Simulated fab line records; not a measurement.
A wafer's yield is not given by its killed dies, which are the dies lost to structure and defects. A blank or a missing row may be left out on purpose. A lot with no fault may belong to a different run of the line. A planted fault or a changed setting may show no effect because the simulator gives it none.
Problem report, 8D (eight disciplines) form, completed by code + flow n5Finfet + the parts of the form that need people (team, actions taken, sign-off) are left out

## 1. PROBLEM STATEMENT
Wafers without a fault read 1499.9 rpm, standard deviation 1.1; spinSpeedRpm at N5_BEOL_M11_COAT_59 reads a mean of 1752.7 rpm on 6 wafers belonging to 2 lots. That is +99 or more standard deviations from the usual mean.
The step: time 60 s, resist thk 100 nm.
First seen on wafer L179.1, day 16 03:30, on lithoTrack-02. The record has a number at this step for 30 wafers belonging to 10 lots. The rule behind "out" and "out of limits": a value lying over 4 standard deviations away from the usual mean. The other wafers with a number count as sound.

## 2. WHAT IT IS, AND WHAT IT ISN'T
| question                    | is                     | is not                                                                          |
|-----------------------------|------------------------|---------------------------------------------------------------------------------|
| which readings at this step | spinSpeedRpm           | heaterPowerTotalW                                                               |
| which lots                  | L178, L179             | L168, L169, L170, L173, L174, L181, L187, L188                                  |
| which wafers of those lots  | all that have a number | -                                                                               |
| read on which tools         | lithoTrack-02          | lithoTrack-01, lithoTrack-05                                                    |
| when                        | from day 16 03:30      | up to then (15 sound wafers); but 9 sound wafers of L181, L187, L188 came after |

## 3. THE SUSPECTS, EACH WITH WHAT RULES IT OUT
Counting: a tool stays on the suspect list if, at a process step up to the reading, it processed all lots that are out and no sound lot following the first of them.
- pecvd-01 at N5_BEOL_M11_PECVD_70 (deposits SiO2 from TEOS/O2, target thk 20 nm, time 22.7 s): ruled out as a lasting fault. Following L179 (day 16 02:46), the first lot on it that is out, the sound lots L181 were run on it.
- lithoTrack-02 at N5_BEOL_M11_COAT_59 (time 60 s, resist thk 100 nm): kept. All lots that are out passed through it, beginning with L179 at day 16 03:30, and no sound lot followed; its final sound lot before that point was L173 at day 13 19:43. Its own readings are out on those wafers: spinSpeedRpm.
Remaining after the count: lithoTrack-02 at N5_BEOL_M11_COAT_59.

## 4. THE CAUSE (what the simulator had put in)
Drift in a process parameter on lithoTrack-02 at N5_BEOL_M11_COAT_59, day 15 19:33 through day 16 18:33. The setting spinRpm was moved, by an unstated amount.
After counting, this tool was the only one left.

## 5. SEQUENCE OF EFFECTS, ordered by route
Each row: a reading whose mean over the struck wafers that have a number lies more than 3 standard deviations from the usual. Readings are gone through only where the record gives a usual standard deviation; hours: the median, over the lots, of the time from a lot's start at the first step in this table giving one to that lot's start at this step; sigmas: the change measured in usual standard deviations.
| hours | step                | reading      | usual      | on struck wafers | change | sigmas      |
|-------|---------------------|--------------|------------|------------------|--------|-------------|
| 0     | N5_BEOL_M11_COAT_59 | spinSpeedRpm | 1499.9 rpm | 1752.7           | +252.8 | +99 or more |
Its process steps:
- N5_BEOL_M11_COAT_59: time 60 s, resist thk 100 nm.

## 6. HOW IT WOULD HAVE BEEN CAUGHT EARLIER
In this record no reading fell out of limits until day 16 03:30, 8 hours after the fault had begun at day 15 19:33.
